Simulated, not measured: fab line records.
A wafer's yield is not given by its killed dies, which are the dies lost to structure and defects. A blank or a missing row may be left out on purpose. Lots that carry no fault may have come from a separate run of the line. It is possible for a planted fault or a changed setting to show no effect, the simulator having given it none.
Which tool is to blame? -- flow n5_finfet -- 24 lots, 72 wafers sampled, at 6 steps of a route of 1938

WHAT EACH GAUGE READ, for each wafer
N5_BEOL_M6_INSPECT_13: inspects for defects (brightfield). Usual: raw_defect_count reads 431 (standard deviation 92).
lot,measured,on,raw_defect_count,flag
L074,day 9 12:30,defect_inspect-01,547 385 589,
L075,day 9 16:18,defect_inspect-01,497 683 333,
L076,day 9 16:34,defect_inspect-02,688 395 372,
L078,day 9 16:55,defect_inspect-01,309 321 303,
L077,day 10 02:47,defect_inspect-01,588 462 443,
L081,day 10 08:07,defect_inspect-01,517 465 530,
L080,day 10 11:11,defect_inspect-02,291 431 320,
L079,day 10 16:04,defect_inspect-01,322 367 420,
L083,day 10 19:04,defect_inspect-01,343 441 392,
L082,day 10 19:17,defect_inspect-02,286 407 495,
L084,day 11 13:20,defect_inspect-01,350 351 253,
L085,day 11 17:05,defect_inspect-02,457 428 587,
L086,day 12 01:05,defect_inspect-01,386 386 418,
L088,day 12 04:45,defect_inspect-02,478 431 410,
L092,day 12 18:50,defect_inspect-01,441 479 397,
L089,day 12 19:00,defect_inspect-01,591 459 469,
L087,day 12 19:10,defect_inspect-02,459 423 292,
L090,day 13 02:24,defect_inspect-02,349 300 382,
L091,day 13 03:49,defect_inspect-01,341 375 329,
L093,day 13 09:20,defect_inspect-01,414 351 468,
L094,day 13 09:35,defect_inspect-01,475 368 575,
L095,day 14 15:57,defect_inspect-02,361 342 298,
L097,day 15 00:49,defect_inspect-01,417 551 532,
L096,day 15 20:16,defect_inspect-01,436 533 529,

N5_BEOL_M6_CD_MEAS_18: pitch 80 nm, target cd 40 nm. Usual: cd_nm reads 39.5 nm (standard deviation 0.75).
lot,measured,on,cd_nm (nm),flag
L074,day 9 12:59,cd_sem-02,39.8 41.0 39.8,
L075,day 9 16:51,cd_sem-02,40.4 39.1 39.7,
L076,day 9 17:08,cd_sem-02,39.9 40.0 40.5,
L078,day 9 17:25,cd_sem-03,39.1 38.1 39.0,
L077,day 10 03:19,cd_sem-03,38.3 40.1 39.6,
L081,day 10 08:37,cd_sem-03,39.8 39.3 39.6,
L080,day 10 11:50,cd_sem-01,39.5 37.8 38.8,
L079,day 10 16:39,cd_sem-02,39.0 39.8 40.1,
L083,day 10 19:40,cd_sem-01,40.0 40.3 40.4,
L082,day 10 20:06,cd_sem-02,39.7 39.5 38.2,
L084,day 11 13:55,cd_sem-03,37.7 38.5 38.3,
L085,day 11 17:40,cd_sem-01,39.8 39.8 39.3,
L086,day 12 01:50,cd_sem-01,39.5 40.0 40.0,
L088,day 12 05:20,cd_sem-02,39.8 38.0 40.4,
L092,day 12 19:25,cd_sem-01,38.5 39.1 40.2,
L089,day 12 19:43,cd_sem-01,39.3 39.6 39.6,
L087,day 12 19:45,cd_sem-02,39.4 39.0 38.8,
L090,day 13 02:53,cd_sem-02,41.2 40.0 39.9,
L091,day 13 04:18,cd_sem-03,37.6 38.8 39.9,
L093,day 13 09:49,cd_sem-01,39.9 40.9 40.5,
L094,day 13 10:05,cd_sem-01,39.5 39.3 39.8,
L095,day 14 16:26,cd_sem-03,39.9 39.6 40.2,
L097,day 15 01:19,cd_sem-01,38.7 39.9 40.2,
L096,day 15 20:48,cd_sem-03,39.7 39.1 39.6,

N5_BEOL_M7_OVL_MEAS_12. Usual: M7_OVL gives 0.1 nm (standard deviation 0.78).
lot,measured,on,M7_OVL (nm),flag
L074,day 9 19:55,overlay-02,-0.5 -0.9 -0.7,
L075,day 9 23:07,overlay-01,0.3 0.6 0.2,
L076,day 10 02:19,overlay-02,-0.2 -0.5 -1.1,
L078,day 10 02:32,overlay-02,0.6 0.8 1.0,
L077,day 10 10:38,overlay-02,0.3 -0.1 0.9,
L081,day 10 16:14,overlay-02,0.6 -0.7 0.0,
L080,day 10 22:08,overlay-02,-0.4 0.8 0.7,
L079,day 10 22:38,overlay-02,0.1 -0.3 0.6,
L083,day 11 02:17,overlay-01,1.8 0.7 0.9,
L082,day 11 02:26,overlay-01,0.4 0.7 0.1,
L084,day 11 20:45,overlay-01,-1.0 -1.1 -2.0,
L085,day 11 23:47,overlay-02,-1.0 -1.2 -1.1,
L086,day 12 08:13,overlay-02,-0.4 0.3 -0.4,
L088,day 12 11:44,overlay-02,0.4 1.0 -0.3,
L092,day 13 02:05,overlay-02,1.9 0.7 0.6,
L089,day 13 02:15,overlay-01,-0.2 -0.4 -0.7,
L087,day 13 02:25,overlay-01,0.7 0.8 0.5,
L090,day 13 12:17,overlay-01,0.4 0.9 1.4,
L091,day 13 12:34,overlay-01,-1.0 -0.1 0.7,
L093,day 13 18:01,overlay-01,0.3 -0.3 -0.7,
L094,day 13 18:15,overlay-01,-0.4 0.5 0.6,
L095,day 15 01:02,overlay-02,0.0 0.3 0.1,
L097,day 15 07:53,overlay-02,1.6 -0.4 0.7,
L096,day 16 04:28,overlay-01,-0.3 -0.4 -0.9,

WHAT TOOL EACH LOT RAN ON (gives the tool, then ch and the chambers of the sampled wafers, and finally the start)
lot,N5_BEOL_M6_ETCH_61,N5_BEOL_M6_ANNEAL_51,N5_BEOL_M6_CMP_52
L074,"rie_diel-06 ch 0,3, day 9 12:34","rtp_anneal-01 ch 0, day 9 17:00","cmp-03 ch 1,2,3, day 9 17:20"
L075,"rie_diel-03 ch 0,2, day 9 16:26","rtp_anneal-02 ch 0, day 9 20:39","cmp-01 ch 0,2,3, day 9 20:58"
L076,"rie_diel-06 ch 1,2,3, day 9 16:38","rtp_anneal-02 ch 0, day 9 22:27","cmp-01 ch 0,2, day 9 22:45"
L078,"rie_diel-01 ch 0,2,3, day 9 16:59","rtp_anneal-02 ch 0, day 9 22:43","cmp-01 ch 2,3, day 9 23:01"
L077,"rie_diel-06 ch 0,2,3, day 10 02:51","rtp_anneal-01 ch 0, day 10 07:48","cmp-02 ch 1,2,3, day 10 08:04"
L081,"rie_diel-06 ch 0,2, day 10 08:11","rtp_anneal-01 ch 0, day 10 12:10","cmp-03 ch 1,2,3, day 10 12:29"
L080,"rie_diel-01 ch 0,2, day 10 11:16","rtp_anneal-01 ch 0, day 10 18:50","cmp-02 ch 1,2,3, day 10 19:13"
L079,"rie_diel-06 ch 2,3, day 10 16:08","rtp_anneal-01 ch 0, day 10 19:59","cmp-03 ch 0,2,3, day 10 20:16"
L083,"rie_diel-06 ch 0,2,3, day 10 19:08","rtp_anneal-01 ch 0, day 10 23:40","cmp-01 ch 0,2,3, day 10 23:58"
L082,"rie_diel-01 ch 1,2, day 10 19:40","rtp_anneal-01 ch 0, day 10 23:59","cmp-02 ch 0,1,2, day 11 00:20"
L084,"rie_diel-06 ch 1,2, day 11 13:23","rtp_anneal-02 ch 0, day 11 18:19","cmp-01 ch 0,1,3, day 11 18:37"
L085,"rie_diel-01 ch 1,2, day 11 17:10","rtp_anneal-02 ch 0, day 11 20:49","cmp-03 ch 0,2,3, day 11 21:07"
L086,"rie_diel-03 ch 0,1,3, day 12 01:23","rtp_anneal-01 ch 0, day 12 05:31","cmp-01 ch 1,2,3, day 12 05:46"
L088,"rie_diel-06 ch 2,3, day 12 04:49","rtp_anneal-02 ch 0, day 12 09:32","cmp-02 ch 1,3, day 12 09:49"
L092,"rie_diel-06 ch 1,2, day 12 18:54","rtp_anneal-01 ch 0, day 12 23:04","cmp-01 ch 0,2,3, day 12 23:24"
L089,"rie_diel-01 ch 0,1,3, day 12 19:17","rtp_anneal-02 ch 0, day 12 23:31","cmp-02 ch 0,2,3, day 12 23:46"
L087,"rie_diel-06 ch 1,2, day 12 19:17","rtp_anneal-01 ch 0, day 12 23:30","cmp-01 ch 0,1, day 12 23:56"
L090,"rie_diel-01 ch 1,3, day 13 02:28","rtp_anneal-02 ch 0, day 13 08:38","cmp-02 ch 1,2, day 13 09:07"
L091,"rie_diel-03 ch 1,2,3, day 13 03:53","rtp_anneal-01 ch 0, day 13 08:56","cmp-02 ch 0,1,2, day 13 09:36"
L093,"rie_diel-06 ch 1,2,3, day 13 09:24","rtp_anneal-01 ch 0, day 13 14:44","cmp-01 ch 0,1,3, day 13 15:02"
L094,"rie_diel-01 ch 0,3, day 13 09:40","rtp_anneal-02 ch 0, day 13 14:51","cmp-02 ch 1,2,3, day 13 15:19"
L095,"rie_diel-03 ch 0,2,3, day 14 16:01","rtp_anneal-01 ch 0, day 14 21:51","cmp-03 ch 1,2,3, day 14 22:11"
L097,"rie_diel-03 ch 0,1,3, day 15 00:53","rtp_anneal-01 ch 0, day 15 04:30","cmp-01 ch 1,2, day 15 04:50"
L096,"rie_diel-03 ch 0,1,3, day 15 20:23","rtp_anneal-01 ch 0, day 16 00:34","cmp-03 ch 1,2,3, day 16 00:49"
- N5_BEOL_M6_ETCH_61: etches SiARC in CF4, target depth 45.5 nm, time 75.8 s.
- N5_BEOL_M6_ANNEAL_51: time 90 s.
- N5_BEOL_M6_CMP_52: polishes, stops on SiCOH lowk, t overpolish 6.9 s, target thk 80 nm.

WHAT THE TOOLS THEMSELVES READ (means of the sampled wafers that have a number; where no wafer has one, the mark that the record gives instead)
N5_BEOL_M6_ETCH_61. Usual: drypump_motor_current_A 5.8 A, standard deviation 0.44; etch_rf_on_time_s 76.8 s, standard deviation 3; oes_product_au 0.66 a.u., standard deviation 0.066; rf_vpp_V 184.1 V, standard deviation 0.97; showerhead_plenum_p_Torr 2.15 Torr, standard deviation 0.059; throttle_valve_pct 15.70 %, standard deviation 0.17.
lot,tool,drypump_motor_current_A (A),etch_rf_on_time_s (s),oes_product_au (a.u.),rf_vpp_V (V),showerhead_plenum_p_Torr (Torr),throttle_valve_pct (%),flag
L074,rie_diel-06,5.4,77.3,0.69,185.1,2.21,15.64,
L075,rie_diel-03,5.9,74.0,0.62,183.2,2.13,15.79,
L076,rie_diel-06,5.7,78.7,0.63,183.8,2.17,15.70,
L078,rie_diel-01,6.2,76.2,0.67,184.0,2.17,15.80,
L077,rie_diel-06,5.5,76.9,0.66,185.0,2.19,15.63,
L081,rie_diel-06,5.6,75.0,0.65,185.3,2.21,15.68,
L080,rie_diel-01,6.3,77.3,0.71,184.5,2.20,15.69,
L079,rie_diel-06,5.3,79.7,0.66,184.3,2.16,15.60,
L083,rie_diel-06,5.5,77.8,0.65,184.0,2.18,15.65,
L082,rie_diel-01,6.1,77.5,0.64,184.3,2.09,15.67,
L084,rie_diel-06,5.8,77.3,0.67,184.8,2.14,15.57,
L085,rie_diel-01,6.0,77.2,0.63,183.3,2.08,15.68,
L086,rie_diel-03,5.9,75.0,0.66,184.2,2.13,15.73,
L088,rie_diel-06,5.3,79.4,0.64,184.1,2.16,15.64,
L092,rie_diel-06,6.1,76.1,0.73,183.9,2.16,15.53,
L089,rie_diel-01,6.2,76.6,0.68,183.9,2.12,15.67,
L087,rie_diel-06,5.8,77.7,0.66,183.0,2.13,15.60,
L090,rie_diel-01,6.0,76.4,0.66,182.8,2.05,15.64,
L091,rie_diel-03,5.7,77.5,0.64,183.5,2.12,15.58,
L093,rie_diel-06,5.7,77.4,0.68,184.0,2.16,15.59,
L094,rie_diel-01,6.4,78.0,0.69,183.6,2.18,15.70,
L095,rie_diel-03,5.9,76.4,0.61,184.1,2.10,15.65,
L097,rie_diel-03,6.0,75.5,0.64,183.4,2.12,15.76,
L096,rie_diel-03,5.9,75.5,0.63,183.4,2.12,15.78,

N5_BEOL_M6_ANNEAL_51. Usual: wafer_temp_C_max reads 226.0 (standard deviation 0.36).
lot,tool,wafer_temp_C_max,flag
L074,rtp_anneal-01,225.7,
L075,rtp_anneal-02,226.1,
L076,rtp_anneal-02,225.8,
L078,rtp_anneal-02,226.5,
L077,rtp_anneal-01,225.9,
L081,rtp_anneal-01,225.8,
L080,rtp_anneal-01,225.7,
L079,rtp_anneal-01,225.8,
L083,rtp_anneal-01,225.8,
L082,rtp_anneal-01,225.9,
L084,rtp_anneal-02,226.6,
L085,rtp_anneal-02,226.5,
L086,rtp_anneal-01,225.6,
L088,rtp_anneal-02,226.3,
L092,rtp_anneal-01,225.8,
L089,rtp_anneal-02,226.4,
L087,rtp_anneal-01,225.8,
L090,rtp_anneal-02,226.9,
L091,rtp_anneal-01,225.9,
L093,rtp_anneal-01,225.9,
L094,rtp_anneal-02,226.3,
L095,rtp_anneal-01,225.8,
L097,rtp_anneal-01,225.8,
L096,rtp_anneal-01,225.9,

N5_BEOL_M6_CMP_52. Usual: barrier_field_endpoint_s 29.2 s, standard deviation 0.89; motor_current_A 6.2 A, standard deviation 0.55; overpolish_run_s 6.899 s, standard deviation 0.0094; retaining_ring_pressure_frac 1.000, standard deviation 0.0044; time_to_endpoint_s 63 s, standard deviation 4.
lot,tool,barrier_field_endpoint_s (s),motor_current_A (A),overpolish_run_s (s),retaining_ring_pressure_frac,time_to_endpoint_s (s),flag
L074,cmp-03,28.6,6.5,6.888,1.000,59,
L075,cmp-01,29.4,6.1,6.897,0.999,64,
L076,cmp-01,29.3,6.1,6.904,1.000,68,
L078,cmp-01,29.4,6.4,6.902,1.000,62,
L077,cmp-02,29.9,6.3,6.895,0.999,70,
L081,cmp-03,28.5,6.5,6.892,1.002,60,
L080,cmp-02,30.0,6.4,6.894,1.001,66,
L079,cmp-03,29.3,5.7,6.898,1.004,62,
L083,cmp-01,29.1,6.0,6.902,0.997,62,
L082,cmp-02,29.4,6.5,6.892,0.998,64,
L084,cmp-01,28.6,6.2,6.903,1.003,67,
L085,cmp-03,28.7,5.9,6.892,0.997,61,
L086,cmp-01,29.1,6.2,6.900,0.996,62,
L088,cmp-02,28.8,6.3,6.902,1.000,64,
L092,cmp-01,28.8,5.9,6.903,1.000,62,
L089,cmp-02,29.1,6.0,6.910,1.001,63,
L087,cmp-01,29.6,6.0,6.906,0.995,67,
L090,cmp-02,29.0,6.8,6.904,0.999,65,
L091,cmp-02,29.0,6.5,6.897,1.001,62,
L093,cmp-01,29.2,6.2,6.907,1.009,62,
L094,cmp-02,31.1,6.4,6.908,1.004,69,
L095,cmp-03,28.2,6.5,6.895,1.000,59,
L097,cmp-01,29.0,6.4,6.890,0.999,63,
L096,cmp-03,29.4,6.5,6.898,1.001,61,

THE ANSWER, worked out from the rows above alone
Rule: a lot counts as off when the mean over its wafers that have a number is more than 3 standard deviations away from the usual mean. Also off: a lot with no number at a reading for which 4 or more lots have one. All remaining lots with rows at the step are treated as sound. First the gauges in route order, then the tools' own readings, where a lot's mean is used as printed above. The first step at which some lot is off is used, and at that step the reading that is off furthest; a lot without a number counts as furthest.
None of the lots is off at any reading shown; this tells nothing.

WHAT THE SIMULATOR HAD INSERTED
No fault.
